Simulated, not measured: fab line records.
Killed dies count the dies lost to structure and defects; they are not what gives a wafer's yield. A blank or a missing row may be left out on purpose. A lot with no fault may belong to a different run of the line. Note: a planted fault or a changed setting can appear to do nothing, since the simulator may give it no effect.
Matching of chambers :: flow n5_finfet :: 4 sister chambers for N5_FIN_SAQP_FIN_ETCH_36 on rie_si-02
The step etches the open film in HBr/Cl2/O2, target depth 120 nm, time 50.4 s. 4 wafers are shown with their chamber, then 7 later ones without.

== EACH WAFER AND ITS CHAMBER ==
wafer: L076.6
chamber: 0
drypump_motor_current_A (A): 5.1

wafer: L081.5
chamber: 1
drypump_motor_current_A (A): 6.3

wafer: L086.2
chamber: 2
drypump_motor_current_A (A): 6.1

wafer: L086.3
chamber: 3
drypump_motor_current_A (A): 5.7

== WAFERS MISSING THEIR CHAMBER ==
wafer: L086.5
drypump_motor_current_A (A): 5.8

wafer: L095.2
drypump_motor_current_A (A): 6.1

wafer: L095.3
drypump_motor_current_A (A): 6.3

wafer: L095.5
drypump_motor_current_A (A): 5.1

wafer: L097.1
drypump_motor_current_A (A): 5.1

wafer: L097.3
drypump_motor_current_A (A): 6.1

wafer: L097.5
drypump_motor_current_A (A): 6.1

== THE CHAMBER EACH PASSED THROUGH ==
wafer: L086.5
from the rows above: 3
in truth: 3

wafer: L095.2
from the rows above: 2
in truth: 2

wafer: L095.3
from the rows above: 1
in truth: 1

wafer: L095.5
from the rows above: 0
in truth: 0

wafer: L097.1
from the rows above: 0
in truth: 0

wafer: L097.3
from the rows above: 2
in truth: 2

wafer: L097.5
from the rows above: 2
in truth: 2
7 of 7 placed correctly. From these rows, 0 cannot be placed. Number placed wrongly: 0.
How it was worked out, from the rows above alone: a wafer's distance from a chamber is the root of the sum, over the readings, of the square of ((its reading less the chamber's mean) divided by the reading's scatter). The wafer belongs to the nearest chamber; if the next one is less than 2 further off, it can't be placed. A chamber's mean is the mean of its shown wafers. The scatter (one wafer shown for each chamber): square how far every hidden wafer sits from the nearest shown wafer, average those squares and take the square root.
